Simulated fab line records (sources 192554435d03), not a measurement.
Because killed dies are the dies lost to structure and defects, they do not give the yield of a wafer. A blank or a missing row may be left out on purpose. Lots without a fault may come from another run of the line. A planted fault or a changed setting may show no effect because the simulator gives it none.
A lot that was struck, set against a sound lot | flow n5_finfet | 44 steps out of a route of 1938
Sound: wafers L838.3, L838.4, L838.5. Struck: wafers L829.2, L829.4 (left out: L829.6, a lot-mate that was not struck); the cause follows at the end.
Each step with rows lists, per side, the tool, then ch with its chambers, then its first start. Under that, the readings that differ: sound wafers | struck wafers | difference of the means | sigmas: that difference in standard deviations of wafers without a fault.
alike: a reading whose means differ by less than 2 such deviations, as well as words and numbers matching on both sides. not compared: withheld readings; readings where some wafer has no value; bounds like >300 that might hide an equal value; numbers whose values overlap and for which the record gives no deviation.
A row with sigmas, a row that says differs or no value, or rows on one side alone: a step with any of these is where the two part. Numbers that don't overlap but have no deviation are shown without sigmas and don't part them. Lack of a reading on every wafer of one side parts them only where that side has two or more wafers.

first, 11 steps without rows for these wafers: N5_BEOL_M2_DESCUM_33 (chemistry O2, time 7 s); N5_BEOL_M2_ETCH_77 (etches underlayer in N2/H2, target depth 6.5 nm, time 5.2 s); N5_BEOL_M2_ETCH_69 (etches SiARC in CF4, target depth 15.6 nm, time 26 s); N5_BEOL_M2_ALD_98 (deposits SiO2, target thk 2.5 nm, pulse time 1 s, co reactant pulse time 1 s); N5_BEOL_M2_ETCHBACK_99 (etches SiO2 in CHF3, target depth 5 nm, time 10.4 s); N5_BEOL_M2_ETCH_70 (etches SOC in N2/H2, target depth 80 nm, overetch 24 nm, time 130 s); N5_BEOL_M2_STRIP_71 (strips in N2/H2); N5_BEOL_M2_STRIP_78 (strips in N2/H2); N5_BEOL_M2_VIA_ETCH_34 (etches the open film in C4F6/O2, target depth 69.4 nm, time 65.9 s); N5_BEOL_M2_STRIP_83 (strips in C4F6/O2); N5_BEOL_M2_STRIP_36 (strips in N2/H2).
N5_BEOL_M2_TRENCH_ETCH_37: etches SiOC in C4F6/O2, target depth 55.555 nm, time 29.2 s.
  sound on rie_diel-05 ch 0,1,3, day 11 18:14; struck on rie_diel-02 ch 0,3, day 9 13:49
  reading                             | sound            | struck      | difference | sigmas
  model.etch.depth_nm (nm)            | 53.8 53.97 54.83 | 50.05 50.78 | -3.78      |
  model.BEOL_M2.feature_depth_nm (nm) | 53.8 54 54.8     | 50 50.8     | -4         |
  alike: drypump_motor_current_A, mfc_ar_sccm, oes_ar_750_au, oes_f_703_au, oes_product_au, rf_vpp_V, showerhead_plenum_p_Torr, throttle_valve_pct
  not compared: rf_hours_counter_h
then, 2 steps without rows for these wafers: N5_BEOL_M2_ETCH_41 (etches SiCN in CH3F/O2, target depth 29.9 nm, time 52.5 s); N5_BEOL_M2_STRIP_97 (strips in N2/H2, time 10 s).
N5_BEOL_M2_OCD_MEAS_38:
  sound on ocd-01, day 11 18:24; struck on ocd-02, day 9 13:58
  reading              | sound          | struck    | difference | sigmas
  trench_depth_nm (nm) | 53.7 53.7 54.3 | 50.2 51.0 | -3.3       | -3
then, 25 steps without rows for these wafers: N5_BEOL_M2_HM_STRIP_39 (strips TiN in peroxide tin strip, target depth 25 nm, time 158 s); N5_BEOL_M2_SRD_40 (time 30 s); N5_BEOL_M2_PRECLEAN_42 (cleans in residue remover, time 60 s); N5_BEOL_M2_SRD_43 (time 30 s); N5_BEOL_M2_DEGAS_44 (time 60 s); N5_BEOL_M2_PRE_CLEAN_45 (time 30 s); N5_BEOL_M2_ALD_84 (deposits TaN, pulse time 2 s, purge time 3 s, co reactant purge time 2 s); N5_BEOL_M2_SURFACE_TREAT_85; N5_BEOL_M2_CVD_47 (deposits Co from CCTBA/H2, target thk 3 nm, time 223.8 s); N5_BEOL_M2_SPUTTER_48 (material Cu, target thk 4.5 nm, time 8.29 s); N5_BEOL_M2_ANNEAL_49 (time 240 s); N5_BEOL_M2_SPUTTER_79 (material Cu, target thk 4.5 nm, time 8.29 s); N5_BEOL_M2_ANNEAL_80 (time 240 s); N5_BEOL_M2_SPUTTER_81 (material Cu, target thk 4.5 nm, time 8.29 s); N5_BEOL_M2_ANNEAL_82 (time 240 s); N5_BEOL_M2_SPUTTER_86 (material Cu, target thk 4.5 nm, time 8.29 s); N5_BEOL_M2_ANNEAL_87 (time 240 s); N5_BEOL_M2_SPUTTER_88 (material Cu, target thk 4.5 nm, time 8.29 s); N5_BEOL_M2_ANNEAL_89 (time 240 s); N5_BEOL_M2_SPUTTER_90 (material Cu, target thk 4.5 nm, time 8.29 s); N5_BEOL_M2_ANNEAL_91 (time 240 s); N5_BEOL_M2_SPUTTER_92 (material Cu, target thk 4.5 nm, time 8.29 s); N5_BEOL_M2_ANNEAL_93 (time 240 s); N5_BEOL_M2_SPUTTER_94 (material Cu, target thk 4.5 nm, time 8.29 s); N5_BEOL_M2_ANNEAL_95 (time 240 s).
N5_BEOL_M2_CMP_52: polishes, stops on SiOC, t overpolish 6.8 s, target thk 40 nm.
  sound on cmp-02 ch 1,2, day 11 22:27; struck on cmp-01 ch 1,2, day 9 17:07
  reading                                | sound          | struck    | difference | sigmas
  barrier_field_endpoint_s (s)           | 23.5 23.6 24.3 | 25.3 25.9 | +1.8       | +2
  model.Cu_of_BEOL_M2_ECD_50.thk_nm (nm) | 37.6 38.6 38.8 | 34.6 35.4 | -3.3       |
  alike: clearing_platen_down_force_psi, motor_current_A, overpolish_run_s, time_to_endpoint_s
N5_BEOL_M2_RS_MEAS_58: measures by four-point-probe.
  sound on film_metro-01, day 11 23:00; struck on film_metro-02, day 9 17:43
  reading        | sound          | struck    | difference | sigmas
  M2_RS (ohm/sq) | 0.73 0.70 0.70 | 0.80 0.78 | +0.08      | +2
N5_BEOL_M4_RC_MEAS_101:
  sound on prober-02 ch 0, day 12 23:04; struck on prober-02 ch 0, day 10 10:25
  alike: DIBL_N, DIBL_P, IOFF_N, IOFF_P, ION_N, ION_P, SS_N, SS_P, VT_N, VT_P
-- here the record skips 4 days between the struck wafers' starts before and after, leaving off in module BEOL_M4 and picking up in module PASSIVATION (first step shown: number 1936 of the route) --
N5_PASSIVATION_PROBE_49:
  only the struck wafers here have rows in the record (prober-01, day 14 14:19); the sound ones have none

## WHERE THEY PART
At N5_BEOL_M2_OCD_MEAS_38 first; at N5_PASSIVATION_PROBE_49 last (within this record only).

WHY: whatever the simulator had introduced
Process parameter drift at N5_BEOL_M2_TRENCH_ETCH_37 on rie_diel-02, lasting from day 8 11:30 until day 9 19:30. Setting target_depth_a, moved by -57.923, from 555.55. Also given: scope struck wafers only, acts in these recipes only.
